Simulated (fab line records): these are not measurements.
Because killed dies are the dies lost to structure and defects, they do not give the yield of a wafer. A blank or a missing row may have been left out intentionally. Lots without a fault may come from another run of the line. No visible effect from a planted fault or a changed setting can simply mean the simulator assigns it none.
The tool behind it: which one? / flow nand-harc / 12 lots, 34 wafers sampled, at 5 steps of a route of 1302

WHAT THE GAUGES READ, wafer by wafer
NHARC_END_SORT_01.
lot=L881; measured=day 25 13:27; on=prober-01; killed-at-array=63 49 54; killed-at-other=0 1 0; killed-at-periphery=6 5 3; killed-dies=69 55 57; killed-open=2 1 3; killed-short=3 4 1
lot=L882; measured=day 25 04:55; on=prober-01; killed-at-array=23 15 20; killed-at-other=3 2 1; killed-at-periphery=8 5 12; killed-dies=34 22 33; killed-open=3 3 3; killed-short=4 2 4
lot=L885; measured=day 26 19:47; on=prober-01; killed-at-array=675 675; killed-at-other=1 2; killed-at-periphery=1 0; killed-dies=677 677; killed-open=6 1; killed-short=2 1
lot=L888; measured=day 27 13:38; on=prober-02; killed-at-array=93 672; killed-at-other=2 2; killed-at-periphery=3 3; killed-dies=98 677; killed-open=4 4; killed-short=3 6
lot=L887; measured=day 27 12:47; on=prober-01; killed-at-array=675 58 49; killed-at-other=2 0 1; killed-at-periphery=0 2 0; killed-dies=677 60 50; killed-open=2 3 2; killed-short=0 6 2
lot=L892; measured=day 29 15:41; on=prober-01; killed-at-array=43 52 63; killed-at-other=0 1 1; killed-at-periphery=3 5 5; killed-dies=46 58 69; killed-open=2 5 0; killed-short=0 4 1
lot=L893; measured=day 30 18:28; on=prober-01; killed-at-array=16 20 22; killed-at-other=3 2 5; killed-at-periphery=5 2 1; killed-dies=24 24 28; killed-open=5 5 1; killed-short=0 2 1
lot=L894; measured=day 30 14:55; on=prober-02; killed-at-array=83 79 76; killed-at-other=1 1 0; killed-at-periphery=2 1 4; killed-dies=86 81 80; killed-open=2 2 7; killed-short=4 1 2
lot=L895; measured=day 31 03:48; on=prober-01; killed-at-array=51 44 47; killed-at-other=1 2 4; killed-at-periphery=5 6 5; killed-dies=57 52 56; killed-open=2 5 5; killed-short=2 3 2
lot=L896; measured=day 30 23:26; on=prober-02; killed-at-array=52 58 74; killed-at-other=0 0 0; killed-at-periphery=4 8 3; killed-dies=56 66 77; killed-open=4 0 1; killed-short=1 3 3
lot=L898; measured=day 32 08:04; on=prober-01; killed-at-array=104 85 73; killed-at-other=2 0 2; killed-at-periphery=4 6 6; killed-dies=110 91 81; killed-open=3 4 4; killed-short=5 2 2
lot=L899; measured=day 32 17:13; on=prober-01; killed-at-array=80 67 74; killed-at-other=3 1 1; killed-at-periphery=11 9 2; killed-dies=94 77 77; killed-open=4 5 9; killed-short=2 1 3

WHAT TOOL EACH LOT RAN ON (gives the tool, then ch and the chambers of the sampled wafers, and finally the start)
lot=L881; NHARC_A_STAIRCASE_STRIP_476=rie-diel-04 ch 1,2, day 17 20:36; NHARC_A_STAIRCASE_ETCH_444=rie-diel-08 ch 0,1,3, day 19 16:08; NHARC_A_STAIRCASE_CMP_450=cmp-02 ch 0,1,3, day 19 20:25; NHARC_A_STAIRCASE_ETCHBACK_157=rie-diel-04 ch 0,2, day 19 21:19
lot=L882; NHARC_A_STAIRCASE_STRIP_476=rie-diel-07 ch 1,2, day 18 04:27; NHARC_A_STAIRCASE_ETCH_444=rie-diel-07 ch 0,2, day 19 12:24; NHARC_A_STAIRCASE_CMP_450=cmp-02 ch 1,2, day 19 17:48; NHARC_A_STAIRCASE_ETCHBACK_157=rie-diel-04 ch 0,2,3, day 19 18:44
lot=L885; NHARC_A_STAIRCASE_STRIP_476=rie-diel-04 ch 1,2, day 19 14:06; NHARC_A_STAIRCASE_ETCH_444=rie-diel-08 ch 1,2, day 21 04:24; NHARC_A_STAIRCASE_CMP_450=cmp-03 ch 1, day 21 09:05; NHARC_A_STAIRCASE_ETCHBACK_157=rie-diel-04 ch 0, day 21 10:01
lot=L888; NHARC_A_STAIRCASE_STRIP_476=rie-diel-04 ch 2,3, day 20 05:08; NHARC_A_STAIRCASE_ETCH_444=rie-diel-04 ch 1,2, day 21 23:05; NHARC_A_STAIRCASE_CMP_450=cmp-03 ch 1, day 22 03:29; NHARC_A_STAIRCASE_ETCHBACK_157=rie-diel-04 ch 0,1, day 22 04:26
lot=L887; NHARC_A_STAIRCASE_STRIP_476=rie-diel-07 ch 0,1, day 20 08:34; NHARC_A_STAIRCASE_ETCH_444=rie-diel-07 ch 0,1, day 21 21:57; NHARC_A_STAIRCASE_CMP_450=cmp-02 ch 0,1,2, day 22 03:13; NHARC_A_STAIRCASE_ETCHBACK_157=rie-diel-04 ch 1,2,3, day 22 04:07
lot=L892; NHARC_A_STAIRCASE_STRIP_476=rie-diel-07 ch 2,3, day 22 19:14; NHARC_A_STAIRCASE_ETCH_444=rie-diel-04 ch 0,3, day 24 08:54; NHARC_A_STAIRCASE_CMP_450=cmp-03 ch 0,3, day 24 14:06; NHARC_A_STAIRCASE_ETCHBACK_157=rie-diel-07 ch 1,2, day 24 14:59
lot=L893; NHARC_A_STAIRCASE_STRIP_476=rie-diel-07 ch 2,3, day 23 08:45; NHARC_A_STAIRCASE_ETCH_444=rie-diel-08 ch 0,1, day 24 21:45; NHARC_A_STAIRCASE_CMP_450=cmp-03 ch 1,3, day 25 02:56; NHARC_A_STAIRCASE_ETCHBACK_157=rie-diel-04 ch 0,2,3, day 25 03:49
lot=L894; NHARC_A_STAIRCASE_STRIP_476=rie-diel-07 ch 0,2,3, day 23 12:19; NHARC_A_STAIRCASE_ETCH_444=rie-diel-07 ch 1,2,3, day 24 21:36; NHARC_A_STAIRCASE_CMP_450=cmp-02 ch 0,1, day 25 02:46; NHARC_A_STAIRCASE_ETCHBACK_157=rie-diel-07 ch 0,1,3, day 25 03:42
lot=L895; NHARC_A_STAIRCASE_STRIP_476=rie-diel-07 ch 0,2,3, day 23 20:53; NHARC_A_STAIRCASE_ETCH_444=rie-diel-08 ch 1,3, day 25 09:50; NHARC_A_STAIRCASE_CMP_450=cmp-04 ch 1,2, day 25 14:34; NHARC_A_STAIRCASE_ETCHBACK_157=rie-diel-07 ch 0,1, day 25 15:28
lot=L896; NHARC_A_STAIRCASE_STRIP_476=rie-diel-07 ch 0,1,3, day 24 00:49; NHARC_A_STAIRCASE_ETCH_444=rie-diel-07 ch 1,2,3, day 25 10:09; NHARC_A_STAIRCASE_CMP_450=cmp-02 ch 0,1,3, day 25 14:25; NHARC_A_STAIRCASE_ETCHBACK_157=rie-diel-07 ch 1,3, day 25 15:20
lot=L898; NHARC_A_STAIRCASE_STRIP_476=rie-diel-07 ch 1,3, day 25 03:10; NHARC_A_STAIRCASE_ETCH_444=rie-diel-07 ch 0,2, day 26 14:31; NHARC_A_STAIRCASE_CMP_450=cmp-02 ch 1,3, day 26 19:42; NHARC_A_STAIRCASE_ETCHBACK_157=rie-diel-04 ch 1,3, day 26 20:35
lot=L899; NHARC_A_STAIRCASE_STRIP_476=rie-diel-04 ch 0,2,3, day 25 12:49; NHARC_A_STAIRCASE_ETCH_444=rie-diel-07 ch 1,2,3, day 27 01:43; NHARC_A_STAIRCASE_CMP_450=cmp-04 ch 1,2,3, day 27 06:26; NHARC_A_STAIRCASE_ETCHBACK_157=rie-diel-07 ch 0,1,2, day 27 07:20
- NHARC_A_STAIRCASE_STRIP_476: strips in O2, time 20 s.
- NHARC_A_STAIRCASE_ETCH_444: etches the open film in C4F8/O2, target depth 20400 nm, time 6800 s.
- NHARC_A_STAIRCASE_CMP_450: polishes SiO2, target thk 200 nm.
- NHARC_A_STAIRCASE_ETCHBACK_157: etches the open film in CH3F/O2, target depth 90 nm, time 167.14 s.

WHAT THE TOOLS THEMSELVES READ (means of the sampled wafers that have a number; where no wafer has one, the mark that the record gives instead)
NHARC_A_STAIRCASE_STRIP_476.
lot=L881; tool=rie-diel-04; chamber-pressure-mTorr (mTorr)=59.99; drypump-motor-current-A (A)=5.8; oes-product-au (a.u.)=1.005; rf-vpp-V (V)=57.6; showerhead-plenum-p-Torr (Torr)=3.43; throttle-valve-pct (%)=17.047
lot=L882; tool=rie-diel-07; chamber-pressure-mTorr (mTorr)=60.00; drypump-motor-current-A (A)=6.0; oes-product-au (a.u.)=0.983; rf-vpp-V (V)=57.1; showerhead-plenum-p-Torr (Torr)=3.54; throttle-valve-pct (%)=17.038
lot=L885; tool=rie-diel-04; chamber-pressure-mTorr (mTorr)=59.95; drypump-motor-current-A (A)=5.8; oes-product-au (a.u.)=1.006; rf-vpp-V (V)=56.8; showerhead-plenum-p-Torr (Torr)=3.40; throttle-valve-pct (%)=17.032
lot=L888; tool=rie-diel-04; chamber-pressure-mTorr (mTorr)=59.97; drypump-motor-current-A (A)=5.8; oes-product-au (a.u.)=0.994; rf-vpp-V (V)=57.9; showerhead-plenum-p-Torr (Torr)=3.42; throttle-valve-pct (%)=17.034
lot=L887; tool=rie-diel-07; chamber-pressure-mTorr (mTorr)=60.00; drypump-motor-current-A (A)=6.0; oes-product-au (a.u.)=0.992; rf-vpp-V (V)=56.9; showerhead-plenum-p-Torr (Torr)=3.44; throttle-valve-pct (%)=17.037
lot=L892; tool=rie-diel-07; chamber-pressure-mTorr (mTorr)=60.05; drypump-motor-current-A (A)=5.3; oes-product-au (a.u.)=0.990; rf-vpp-V (V)=57.3; showerhead-plenum-p-Torr (Torr)=3.63; throttle-valve-pct (%)=17.036
lot=L893; tool=rie-diel-07; chamber-pressure-mTorr (mTorr)=59.99; drypump-motor-current-A (A)=5.8; oes-product-au (a.u.)=0.999; rf-vpp-V (V)=58.5; showerhead-plenum-p-Torr (Torr)=3.63; throttle-valve-pct (%)=17.034
lot=L894; tool=rie-diel-07; chamber-pressure-mTorr (mTorr)=60.02; drypump-motor-current-A (A)=5.8; oes-product-au (a.u.)=0.995; rf-vpp-V (V)=57.7; showerhead-plenum-p-Torr (Torr)=3.54; throttle-valve-pct (%)=17.037
lot=L895; tool=rie-diel-07; chamber-pressure-mTorr (mTorr)=60.03; drypump-motor-current-A (A)=5.8; oes-product-au (a.u.)=1.005; rf-vpp-V (V)=57.7; showerhead-plenum-p-Torr (Torr)=3.54; throttle-valve-pct (%)=17.037
lot=L896; tool=rie-diel-07; chamber-pressure-mTorr (mTorr)=60.01; drypump-motor-current-A (A)=5.7; oes-product-au (a.u.)=0.998; rf-vpp-V (V)=58.0; showerhead-plenum-p-Torr (Torr)=3.48; throttle-valve-pct (%)=17.027
lot=L898; tool=rie-diel-07; chamber-pressure-mTorr (mTorr)=60.01; drypump-motor-current-A (A)=5.2; oes-product-au (a.u.)=0.997; rf-vpp-V (V)=57.9; showerhead-plenum-p-Torr (Torr)=3.56; throttle-valve-pct (%)=17.047
lot=L899; tool=rie-diel-04; chamber-pressure-mTorr (mTorr)=60.02; drypump-motor-current-A (A)=6.0; oes-product-au (a.u.)=1.001; rf-vpp-V (V)=57.4; showerhead-plenum-p-Torr (Torr)=3.53; throttle-valve-pct (%)=17.035

NHARC_A_STAIRCASE_ETCH_444.
lot=L881; tool=rie-diel-08; chamber-pressure-mTorr (mTorr)=25.004; oes-product-au (a.u.)=0.961; rf-vpp-V (V)=812
lot=L882; tool=rie-diel-07; chamber-pressure-mTorr (mTorr)=24.997; oes-product-au (a.u.)=0.911; rf-vpp-V (V)=808
lot=L885; tool=rie-diel-08; chamber-pressure-mTorr (mTorr)=25.019; oes-product-au (a.u.)=0.918; rf-vpp-V (V)=810
lot=L888; tool=rie-diel-04; chamber-pressure-mTorr (mTorr)=24.997; oes-product-au (a.u.)=0.934; rf-vpp-V (V)=803
lot=L887; tool=rie-diel-07; chamber-pressure-mTorr (mTorr)=24.965; oes-product-au (a.u.)=0.957; rf-vpp-V (V)=804
lot=L892; tool=rie-diel-04; chamber-pressure-mTorr (mTorr)=24.978; oes-product-au (a.u.)=0.974; rf-vpp-V (V)=809
lot=L893; tool=rie-diel-08; chamber-pressure-mTorr (mTorr)=25.011; oes-product-au (a.u.)=0.973; rf-vpp-V (V)=809
lot=L894; tool=rie-diel-07; chamber-pressure-mTorr (mTorr)=24.991; oes-product-au (a.u.)=0.918; rf-vpp-V (V)=808
lot=L895; tool=rie-diel-08; chamber-pressure-mTorr (mTorr)=25.022; oes-product-au (a.u.)=0.968; rf-vpp-V (V)=813
lot=L896; tool=rie-diel-07; chamber-pressure-mTorr (mTorr)=24.996; oes-product-au (a.u.)=0.922; rf-vpp-V (V)=807
lot=L898; tool=rie-diel-07; chamber-pressure-mTorr (mTorr)=25.008; oes-product-au (a.u.)=0.927; rf-vpp-V (V)=803
lot=L899; tool=rie-diel-07; chamber-pressure-mTorr (mTorr)=24.999; oes-product-au (a.u.)=0.920; rf-vpp-V (V)=809

NHARC_A_STAIRCASE_CMP_450.
lot=L881; tool=cmp-02; motor-current-A (A)=11.3
lot=L882; tool=cmp-02; motor-current-A (A)=12.8
lot=L885; tool=cmp-03; motor-current-A (A)=10.9
lot=L888; tool=cmp-03; motor-current-A (A)=10.9
lot=L887; tool=cmp-02; motor-current-A (A)=11.6
lot=L892; tool=cmp-03; motor-current-A (A)=12.7
lot=L893; tool=cmp-03; motor-current-A (A)=10.7
lot=L894; tool=cmp-02; motor-current-A (A)=10.6
lot=L895; tool=cmp-04; motor-current-A (A)=10.5
lot=L896; tool=cmp-02; motor-current-A (A)=11.4
lot=L898; tool=cmp-02; motor-current-A (A)=12.2
lot=L899; tool=cmp-04; motor-current-A (A)=11.3

NHARC_A_STAIRCASE_ETCHBACK_157.
lot=L881; tool=rie-diel-04; chamber-pressure-mTorr (mTorr)=25.001; drypump-motor-current-A (A)=6.0; oes-product-au (a.u.)=0.92; rf-vpp-V (V)=245.0; showerhead-plenum-p-Torr (Torr)=2.53; throttle-valve-pct (%)=20.669
lot=L882; tool=rie-diel-04; chamber-pressure-mTorr (mTorr)=25.006; drypump-motor-current-A (A)=6.0; oes-product-au (a.u.)=0.94; rf-vpp-V (V)=245.4; showerhead-plenum-p-Torr (Torr)=2.47; throttle-valve-pct (%)=20.664
lot=L885; tool=rie-diel-04; chamber-pressure-mTorr (mTorr)=24.986; drypump-motor-current-A (A)=6.2; oes-product-au (a.u.)=0.71; rf-vpp-V (V)=245.8; showerhead-plenum-p-Torr (Torr)=2.64; throttle-valve-pct (%)=20.663
lot=L888; tool=rie-diel-04; chamber-pressure-mTorr (mTorr)=24.994; drypump-motor-current-A (A)=6.1; oes-product-au (a.u.)=0.88; rf-vpp-V (V)=245.6; showerhead-plenum-p-Torr (Torr)=2.53; throttle-valve-pct (%)=20.665
lot=L887; tool=rie-diel-04; chamber-pressure-mTorr (mTorr)=25.009; drypump-motor-current-A (A)=5.9; oes-product-au (a.u.)=0.88; rf-vpp-V (V)=243.5; showerhead-plenum-p-Torr (Torr)=2.39; throttle-valve-pct (%)=20.661
lot=L892; tool=rie-diel-07; chamber-pressure-mTorr (mTorr)=25.009; drypump-motor-current-A (A)=6.1; oes-product-au (a.u.)=0.94; rf-vpp-V (V)=244.2; showerhead-plenum-p-Torr (Torr)=2.50; throttle-valve-pct (%)=20.656
lot=L893; tool=rie-diel-04; chamber-pressure-mTorr (mTorr)=25.015; drypump-motor-current-A (A)=6.0; oes-product-au (a.u.)=1.00; rf-vpp-V (V)=244.5; showerhead-plenum-p-Torr (Torr)=2.46; throttle-valve-pct (%)=20.665
lot=L894; tool=rie-diel-07; chamber-pressure-mTorr (mTorr)=24.999; drypump-motor-current-A (A)=5.7; oes-product-au (a.u.)=0.99; rf-vpp-V (V)=243.3; showerhead-plenum-p-Torr (Torr)=2.42; throttle-valve-pct (%)=20.666
lot=L895; tool=rie-diel-07; chamber-pressure-mTorr (mTorr)=25.005; drypump-motor-current-A (A)=6.2; oes-product-au (a.u.)=0.93; rf-vpp-V (V)=242.6; showerhead-plenum-p-Torr (Torr)=2.35; throttle-valve-pct (%)=20.658
lot=L896; tool=rie-diel-07; chamber-pressure-mTorr (mTorr)=24.984; drypump-motor-current-A (A)=5.3; oes-product-au (a.u.)=0.99; rf-vpp-V (V)=244.9; showerhead-plenum-p-Torr (Torr)=2.47; throttle-valve-pct (%)=20.661
lot=L898; tool=rie-diel-04; chamber-pressure-mTorr (mTorr)=24.995; drypump-motor-current-A (A)=6.0; oes-product-au (a.u.)=0.95; rf-vpp-V (V)=243.8; showerhead-plenum-p-Torr (Torr)=2.42; throttle-valve-pct (%)=20.668
lot=L899; tool=rie-diel-07; chamber-pressure-mTorr (mTorr)=24.989; drypump-motor-current-A (A)=6.1; oes-product-au (a.u.)=0.92; rf-vpp-V (V)=243.7; showerhead-plenum-p-Torr (Torr)=2.42; throttle-valve-pct (%)=20.659

THE ANSWER, worked out from the rows above alone
Rule: usual is defined by the lots themselves. The widest of any qualifying gaps counts: lots, ordered by their means at a reading, are off when they make up no more than a third of the lots, leave a main group of 4 or more, and stand apart from it by 3 or more times the standard deviation of that group's means. If all means in a main group match to the digits the tables above print for the reading, that group is not used. A lot without any number at a reading at which 4 lots or more have one is off too. The other lots that the step has rows for count as sound. The gauges are gone through in route order, then the tools' own readings, and for those a lot's mean is taken as printed above. At the first step where some lot is off, the reading lying furthest off is the one used; lots without a number count as furthest.
Off: L885, L888, L887 (NHARC_END_SORT_01, killed-dies). Mean 61 and standard deviation 22 in the main group.
If a tool, at a process step before that reading, ran all the lots that are off and no sound lot after the first of them, it fits. Gauges at NHARC_END_SORT_01: tried the same way as those tools. None of those tried fits.

WHAT WAS PUT IN BY THE SIMULATOR
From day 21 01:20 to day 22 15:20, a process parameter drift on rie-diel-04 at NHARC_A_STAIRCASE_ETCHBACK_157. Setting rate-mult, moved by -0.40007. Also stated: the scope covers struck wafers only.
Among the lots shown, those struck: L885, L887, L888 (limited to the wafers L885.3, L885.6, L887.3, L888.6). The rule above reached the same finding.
